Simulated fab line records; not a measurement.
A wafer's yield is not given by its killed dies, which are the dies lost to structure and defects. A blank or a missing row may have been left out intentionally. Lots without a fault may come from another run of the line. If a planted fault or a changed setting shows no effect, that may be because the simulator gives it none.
Matching of chambers | flow n5_finfet | N5_BEOL_M2_PRE_CLEAN_60 on cvd_co-02: 3 sister chambers
The step time 15 s. 3 wafers are shown with their chamber, then 9 later ones without.

## WAFERS, EACH WITH ITS CHAMBER
wafer  | chamber | heater_power_w (W)
L590.5 | 1       | 100
L597.3 | 2       | 65
L597.5 | 0       | 111

## WAFERS WHOSE CHAMBER IS MISSING
wafer  | heater_power_w (W)
L600.1 | 101
L600.2 | 112
L600.3 | 67
L603.2 | 114
L603.3 | 65
L603.4 | 112
L604.1 | 65
L604.2 | 112
L604.4 | 68

## WHICH CHAMBER EACH WENT THROUGH
wafer  | from the rows above | in truth
L600.1 | 1                   | 1
L600.2 | 0                   | 0
L600.3 | 2                   | 2
L603.2 | 0                   | 0
L603.3 | 2                   | 2
L603.4 | 0                   | 0
L604.1 | 2                   | 2
L604.2 | 0                   | 0
L604.4 | 2                   | 2
Placed correctly: 9 of 9. From these rows, 0 cannot be placed. Wrongly placed: 0.
How it was worked out, from the rows above alone: a wafer's distance from a chamber is the root of the sum, over the readings, of the square of ((its reading less the chamber's mean) divided by the reading's scatter). The wafer belongs to the nearest chamber; if the next one is less than 2 further off, it can't be placed. Each chamber's mean is taken over the wafers shown for it. The scatter: with one shown wafer a chamber, the root of the mean of the squares of how far each hidden wafer lies from its nearest shown one.
